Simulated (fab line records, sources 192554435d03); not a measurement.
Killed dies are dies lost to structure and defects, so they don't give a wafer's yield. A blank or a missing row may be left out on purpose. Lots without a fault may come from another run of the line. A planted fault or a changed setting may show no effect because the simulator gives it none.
Chamber matching | flow n5_finfet | N5_BEOL_M8_STRIP_67 on rie_diel-04: 4 sister chambers
The step strips in CF4. 18 wafers are shown with their chamber, then 9 later ones without.

WAFERS WITH THEIR CHAMBER
wafer  | chamber | showerhead_plenum_p_Torr (Torr) | rf_vpp_V (V) | throttle_valve_pct (%)
L076.2 | 0       | 1.78                            | 270.5        | 13.86
L076.3 | 1       | 1.76                            | 270.0        | 13.48
L076.5 | 3       | 1.81                            | 274.3        | 13.50
L079.2 | 3       | 1.81                            | 271.8        | 13.55
L079.5 | 0       | 1.77                            | 273.7        | 13.88
L079.6 | 1       | 1.76                            | 270.5        | 13.50
L083.2 | 2       | 1.81                            | 272.0        | 13.59
L083.3 | 3       | 1.81                            | 270.1        | 13.54
L083.6 | 3       | 1.81                            | 271.8        | 13.55
L082.2 | 3       | 1.81                            | 272.2        | 13.57
L082.4 | 1       | 1.76                            | 271.5        | 13.51
L082.5 | 2       | 1.81                            | 272.3        | 13.58
L088.2 | 3       | 1.80                            | 271.1        | 13.59
L088.3 | 1       | 1.76                            | 270.3        | 13.53
L088.5 | 0       | 1.77                            | 270.2        | 13.35
L093.1 | 3       | 1.80                            | 273.0        | 13.59
L093.3 | 2       | 1.80                            | 272.8        | 13.63
L093.6 | 0       | 1.77                            | 270.8        | 13.37

SIGNATURES (means of the wafers above)
reading                  | chamber 0 | chamber 1 | chamber 2 | chamber 3 | scatter within a chamber
showerhead_plenum_p_Torr | 1.7725    | 1.7600    | 1.8067    | 1.8071    | 0.00451
rf_vpp_V                 | 271.300   | 270.575   | 272.367   | 272.043   | 1.2
throttle_valve_pct       | 13.6150   | 13.5050   | 13.6000   | 13.5557   | 0.139
Rule: a wafer's distance from a chamber is the root of the sum, over the readings, of the square of ((its reading less the chamber's mean) divided by the reading's scatter). The wafer belongs to the nearest chamber; if the next one is less than 2 further off, it can't be placed. The scatter: the root of (the sum of the squares of (reading less its chamber's mean) over the shown wafers, divided by (wafers less chambers)).

WAFERS WITHOUT THEIR CHAMBER
wafer  | showerhead_plenum_p_Torr (Torr) | rf_vpp_V (V) | throttle_valve_pct (%)
L091.1 | 1.80                            | 271.9        | 13.59
L091.3 | 1.80                            | 271.3        | 13.63
L091.6 | 1.80                            | 270.8        | 13.64
L095.2 | 1.80                            | 271.7        | 13.65
L095.3 | 1.76                            | 268.3        | 13.38
L095.6 | 1.80                            | 272.2        | 13.67
L096.4 | 1.80                            | 271.9        | 13.65
L096.5 | 1.75                            | 269.4        | 13.57
L096.6 | 1.80                            | 270.7        | 13.67

WHICH CHAMBER EACH WENT THROUGH
wafer  | from the rows above     | in truth
L091.1 | can't be placed: 2 or 3 | 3
L091.3 | can't be placed: 2 or 3 | 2
L091.6 | can't be placed: 3 or 2 | 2
L095.2 | can't be placed: 2 or 3 | 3
L095.3 | 1                       | 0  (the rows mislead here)
L095.6 | can't be placed: 2 or 3 | 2
L096.4 | can't be placed: 2 or 3 | 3
L096.5 | 1                       | 1
L096.6 | can't be placed: 2 or 3 | 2
Placed correctly: 1 of 9. Can't be placed from these rows: 7 (the true chamber is among the candidates in 7). Placed wrongly: 1.
